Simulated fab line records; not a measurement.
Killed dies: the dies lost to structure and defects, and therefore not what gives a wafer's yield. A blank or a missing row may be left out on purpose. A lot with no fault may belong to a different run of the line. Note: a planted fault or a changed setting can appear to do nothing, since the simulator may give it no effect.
Comparing a struck lot with a sound one || flow nandHarc || 22 steps out of a route of 1302
Sound: wafers L607.2, L607.3, L607.6. Struck: wafer L613.3 (left out: L613.4, a lot-mate that was not struck); the cause follows at the end.
For every step that has rows: the tool of each side, followed by ch and its chambers, followed by its first start. Under that, the readings that differ: sound wafers || struck wafers || difference of the means || sigmas: that difference in standard deviations of wafers without a fault.
alike: a reading whose means differ by less than 2 such deviations, as well as words and numbers matching on both sides. not compared: withheld readings; readings where some wafer has no value; bounds like >300 that might hide an equal value; numbers whose values overlap and for which the record gives no deviation.
The two part at a step that has a row with sigmas, a row that says differs or no value, or rows on one side only. Non-overlapping numbers with no deviation appear without sigmas and do not part them. A reading missing from all wafers of one side parts the sides only when that side holds two or more wafers.

NHARC_A_CONTACT_CMP_20: polishes, t overpolish 30 s, target thk 300 nm.
  sound on cmp-04 ch 0,2,3, day 23 06:41; struck on cmp-03 ch 1, day 26 16:09
{"reading": "motorCurrentA (A)", "sound": "12.7 12.0 11.0", "struck": 9.2, "difference": -2.7, "sigmas": -3}
  alike: overpolishRunS, timeToEndpointS
after that, 1 step had no rows for these wafers: NHARC_A_CONTACT_SRD_22.
NHARC_A_CONTACT_INSPECT_23:
  struck on defectInspect-01, day 26 16:31; sound on defectInspect-01, day 23 07:04
{"reading": "rawDefectCount", "sound": "511 400 415", "struck": 917, "difference": "+475", "sigmas": "+4"}
then, 8 steps without rows for these wafers: NHARC_A_BLC_DEHYDRATE_00 (time 120 s); NHARC_A_BLC_HMDS_01 (time 30 s); NHARC_A_BLC_COAT_02 (time 75 s); NHARC_A_BLC_COAT_03 (time 65 s); NHARC_A_BLC_COAT_04 (resist thk 90 nm); NHARC_A_BLC_SOFTBAKE_05 (time 55 s); NHARC_A_BLC_EBR_06; NHARC_A_BLC_EXPOSE_07 (exposes mask A BLC, target cd 100 nm).
NHARC_A_BLC_PEB_08: peb time 65 s.
  sound on lithoTrack-01 ch 0, day 23 07:23; struck on lithoTrack-01 ch 0, day 26 16:56
{"reading": "resistLineTempC (C)", "sound": "23.08 23.16 23.10", "struck": 22.84, "difference": -0.27, "sigmas": -2}
  alike: plateTempC
then, 1 step without rows for these wafers: NHARC_A_BLC_DEVELOP_09 (develop time 35 s).
NHARC_A_BLC_CD_MEAS_10: the cd target is 100 nm.
  sound on cdSem-03 ch 0, day 23 07:28; struck on cdSem-02 ch 0, day 26 17:01
{"reading": "cdNm (nm)", "sound": "100.5 101.2 101.0", "struck": 104.3, "difference": "+3.4", "sigmas": "+7"}
NHARC_A_BLC_OVL_MEAS_11:
  struck on overlay-02, day 26 17:06; sound on overlay-02, day 23 07:33
{"reading": "overlayYNm (nm)", "sound": "1.3 1.2 1.5", "struck": -1.3, "difference": -2.6, "sigmas": -3}
  alike: overlayXNm
NHARC_A_BLC_INSPECT_12:
  struck on defectInspect-02, day 26 17:08; sound on defectInspect-02, day 23 07:35
  alike: rawDefectCount
NHARC_A_BLC_DESCUM_15: chemistry O2, time 3 s.
  sound on rieDiel-08 ch 0,1,3, day 23 07:40; struck on rieDiel-08 ch 3, day 26 17:12
{"reading": "oesProductAu (a.u.)", "sound": "0.992 1.017 1.022", "struck": 0.989, "difference": -0.021, "sigmas": -2}
{"reading": "model.A_BLC.cdNm (nm)", "sound": "100.7 101.7 100.8", "struck": 104.5, "difference": "+3.4", "sigmas": ""}
  alike: chamberPressureMTorr, drypumpMotorCurrentA, rfVppV, showerheadPlenumPTorr, throttleValvePct
  not compared: rfHoursCounterH
NHARC_A_BLC_ETCH_16: etches the open film in CF4, target depth 39 nm, time 65 s.
  sound on rieDiel-08 ch 0,2,3, day 23 07:44; struck on rieDiel-08 ch 3, day 26 17:17
  alike: cf4FlowSccm, chamberPressureMTorr, drypumpMotorCurrentA, oesProductAu, rfFwdPowerW, rfVppV, showerheadPlenumPTorr, throttleValvePct
  not compared: rfHoursCounterH
NHARC_A_BLC_ETCH_17: etches the open film in N2/H2, target depth 390 nm, time 609.38 s.
  sound: rieDiel-08 ch 1,3; struck: rieDiel-08 ch 3
  alike: chamberPressureMTorr, drypumpMotorCurrentA, n2FlowSccm, oesProductAu, rfFwdPowerW, rfVppV, showerheadPlenumPTorr, throttleValvePct
  not compared: rfHoursCounterH
NHARC_A_BLC_ETCH_18: etches the open film in C4F8/O2/Ar, target depth 910 nm.
  sound: rieDiel-08 ch 0,1,3; struck: rieDiel-08 ch 0
{"reading": "model.A_BLC.cdNm (nm)", "sound": "102.5 102.1 99.43", "struck": 104, "difference": "+3", "sigmas": ""}
  alike: chamberPressureMTorr, oesProductAu, rfFwdPowerW, rfVppV
  not compared: rfHoursCounterH
NHARC_A_BLC_CD_MEAS_19:
  struck on cdSem-01, day 26 18:11; sound on cdSem-01, day 23 08:40
  alike: cdNm
after that, 1 step had no rows for these wafers: NHARC_END_SORT_01.

== WHERE THEY PART ==
First at NHARC_A_CONTACT_CMP_20; last, within this record, at NHARC_A_BLC_DESCUM_15. Later steps at which nothing parts them and some readings are alike: NHARC_A_BLC_ETCH_16, NHARC_A_BLC_ETCH_17, NHARC_A_BLC_ETCH_18, NHARC_A_BLC_CD_MEAS_19.

WHY: what had been put in by the simulator
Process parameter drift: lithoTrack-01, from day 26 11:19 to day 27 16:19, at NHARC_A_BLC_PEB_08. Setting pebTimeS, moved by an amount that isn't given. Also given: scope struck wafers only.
